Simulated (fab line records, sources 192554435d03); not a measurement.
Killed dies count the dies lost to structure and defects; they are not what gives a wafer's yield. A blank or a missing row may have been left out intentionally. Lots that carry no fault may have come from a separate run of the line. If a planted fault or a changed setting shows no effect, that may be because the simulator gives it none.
Chamber matching | flow n5_finfet | N5_BEOL_M4_STRIP_66 on rie_diel-02 has 4 sister chambers
The step strips in CF4. 20 wafers are shown with their chamber, then 10 later ones without.

## WAFERS PAIRED WITH THEIR CHAMBERS
wafer  | chamber | drypump_motor_current_A (A) | showerhead_plenum_p_Torr (Torr) | throttle_valve_pct (%)
L074.2 | 3       | 5.7                         | 1.77                            | 13.24
L074.3 | 2       | 5.2                         | 1.86                            | 13.32
L074.5 | 1       | 5.5                         | 1.77                            | 13.96
L078.2 | 2       | 5.2                         | 1.85                            | 13.37
L078.3 | 3       | 5.7                         | 1.76                            | 13.28
L078.6 | 0       | 6.3                         | 1.82                            | 13.84
L083.1 | 3       | 5.7                         | 1.76                            | 13.30
L083.2 | 1       | 5.5                         | 1.77                            | 13.44
L083.5 | 0       | 6.3                         | 1.82                            | 13.83
L082.1 | 1       | 5.5                         | 1.76                            | 13.45
L082.2 | 0       | 6.3                         | 1.82                            | 13.85
L082.5 | 3       | 5.7                         | 1.76                            | 13.31
L086.1 | 3       | 5.7                         | 1.76                            | 13.31
L086.2 | 2       | 5.3                         | 1.85                            | 13.39
L086.4 | 0       | 6.3                         | 1.81                            | 13.87
L089.1 | 3       | 5.7                         | 1.76                            | 13.33
L089.3 | 0       | 6.3                         | 1.81                            | 13.89
L089.5 | 2       | 5.2                         | 1.85                            | 13.41
L090.1 | 3       | 5.7                         | 1.75                            | 13.37
L090.2 | 1       | 5.5                         | 1.76                            | 13.49

SIGNATURES, as means of the wafers listed above
reading                  | chamber 0 | chamber 1 | chamber 2 | chamber 3 | scatter within a chamber
drypump_motor_current_A  | 6.300     | 5.500     | 5.225     | 5.700     | 0.0217
showerhead_plenum_p_Torr | 1.8160    | 1.7650    | 1.8525    | 1.7600    | 0.00556
throttle_valve_pct       | 13.8560   | 13.5850   | 13.3725   | 13.3057   | 0.113
Rule: for a wafer and a chamber, the distance is found by dividing, reading by reading, the gap between the wafer's reading and the chamber's mean by the reading's scatter, squaring, summing and taking the root. If the next closest chamber is less than 2 further off than the closest, the wafer can't be placed; otherwise it belongs to the closest. The scatter: take each reading less its chamber's mean, square it, sum over the shown wafers, divide by the number of wafers less the number of chambers, and take the root.

## WAFERS WHOSE CHAMBER IS MISSING
wafer  | drypump_motor_current_A (A) | showerhead_plenum_p_Torr (Torr) | throttle_valve_pct (%)
L090.4 | 6.3                         | 1.81                            | 13.89
L092.3 | 5.4                         | 1.76                            | 13.46
L092.4 | 6.3                         | 1.81                            | 13.89
L092.5 | 5.2                         | 1.84                            | 13.45
L096.3 | 5.5                         | 1.76                            | 13.49
L096.5 | 6.3                         | 1.81                            | 13.90
L096.6 | 5.7                         | 1.75                            | 13.37
L097.1 | 5.7                         | 1.75                            | 13.37
L097.3 | 6.3                         | 1.81                            | 13.91
L097.5 | 5.7                         | 1.75                            | 13.36

## WHICH CHAMBER EACH ONE RAN IN
wafer  | from the rows above | in truth
L090.4 | 0                   | 0
L092.3 | 1                   | 1
L092.4 | 0                   | 0
L092.5 | 2                   | 2
L096.3 | 1                   | 1
L096.5 | 0                   | 0
L096.6 | 3                   | 3
L097.1 | 3                   | 3
L097.3 | 0                   | 0
L097.5 | 3                   | 3
Correctly placed: 10 of 10. Not placeable from these rows: 0. Number placed wrongly: 0.
